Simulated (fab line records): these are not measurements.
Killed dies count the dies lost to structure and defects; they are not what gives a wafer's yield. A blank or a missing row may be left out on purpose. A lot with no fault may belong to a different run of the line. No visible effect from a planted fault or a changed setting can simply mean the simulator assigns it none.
Struck lot and sound lot, side by side / flow n5Finfet / 15 out of 1938 route steps
Sound: these wafers, L946.4, L946.5, L946.6. Wafers struck: L960.4, L960.5, L960.6. At the end, the cause is stated.
Order at every step that has rows: each side's tool, ch and its chambers, its first start. Under that, the readings that differ: sound wafers / struck wafers / difference of the means / sigmas: that difference in standard deviations of wafers without a fault.
alike: words and numbers the same on both sides, and readings whose means are apart by under 2 such deviations; not compared: readings that were withheld, readings missing a value for some wafer, numbers with overlapping values and no deviation given by the record, and bounds like >300 which may hide the same value.
The two part at a step that has a row with sigmas, a row that says differs or no value, or rows on one side only. Numbers that have no deviation but don't overlap get no sigmas and don't part them. A reading that every wafer of one side lacks parts them only if that side has two wafers or more.

first, 7 steps without rows for these wafers: N5_BEOL_M6_COAT_71 (time 60 s, resist thk 5 nm); N5_BEOL_M6_COAT_22 (resist thk 30 nm); N5_BEOL_M6_EBR_24; N5_BEOL_M6_SOFTBAKE_23 (time 60 s); N5_BEOL_M6_EXPOSE_25 (exposes mask V5, target cd 40 nm); N5_BEOL_M6_PEB_26 (peb time 60 s); N5_BEOL_M6_DEVELOP_27 (develop time 30 s).
N5_BEOL_M6_CD_MEAS_28: the cd target is 40 nm.
  sound on cdSem-03 ch 0, day 10 06:58; struck on cdSem-03 ch 0, day 14 02:08
  alike: cdNm
N5_BEOL_M6_OVL_MEAS_29:
  sound on overlay-02 ch 0, day 10 07:01; struck on overlay-01 ch 0, day 14 02:11
  alike: V5_OVL
N5_BEOL_M6_INSPECT_30: inspects for defects (brightfield).
  sound on defectInspect-02, day 10 07:04; struck on defectInspect-01, day 14 02:13
  alike: rawDefectCount
N5_BEOL_M6_DESCUM_33: chemistry O2, time 7 s.
  sound on rieDiel-02 ch 0,1,3, day 10 07:07; struck on rieDiel-04 ch 0,2,3, day 14 02:19
  alike: drypumpMotorCurrentA, oesProductAu, rfVppV, showerheadPlenumPTorr, throttleValvePct
  not compared: rfHoursCounterH
N5_BEOL_M6_ETCH_72: etches underlayer in N2/H2, target depth 6.5 nm, time 5.2 s.
  sound on rieDiel-02 ch 0,1,3, day 10 07:08; struck on rieDiel-04 ch 0,2,3, day 14 02:20
  alike: biasW, drypumpMotorCurrentA, etchRfOnTimeS, oesProductAu, rfVppV, showerheadPlenumPTorr, throttleValvePct
  not compared: rfHoursCounterH
N5_BEOL_M6_ETCH_65: etches SiARC in CF4, target depth 15.6 nm, time 26 s.
  sound on rieDiel-02 ch 0,1,3, day 10 07:09; struck on rieDiel-04 ch 0,2,3, day 14 02:22
reading=etchRfOnTimeS (s); sound=25.9 27.5 27.9; struck=44.2 44.6 45.7; difference=+17.7; sigmas=+22
  alike: biasW, drypumpMotorCurrentA, mfcArSccm, oesProductAu, rfVppV, showerheadPlenumPTorr, throttleValvePct
  not compared: rfHoursCounterH
N5_BEOL_M6_ETCH_66: etches SOC in N2/H2, target depth 80 nm, overetch 16 nm, time 120 s.
  sound on rieDiel-02 ch 0,1,3, day 10 07:13; struck on rieDiel-04 ch 0,2,3, day 14 02:25
  alike: biasW, drypumpMotorCurrentA, oesProductAu, rfVppV, showerheadPlenumPTorr, throttleValvePct
  not compared: rfHoursCounterH
-- record jumps: 4 days separate the struck wafers' starts on either side; left off in module BEOL_M6, taken up again in module PASSIVATION, whose first shown step is the route's number 1936 --
N5_PASSIVATION_PROBE_49:
  record: rows for the struck wafers here (prober-02, day 17 16:37), none for the sound ones

WHERE THEY PART
At N5_BEOL_M6_ETCH_65 first; at N5_PASSIVATION_PROBE_49 last (within this record only).

WHY: what had been put in by the simulator
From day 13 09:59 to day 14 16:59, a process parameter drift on rieDiel-04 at N5_BEOL_M6_ETCH_65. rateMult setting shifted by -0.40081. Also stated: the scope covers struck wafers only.
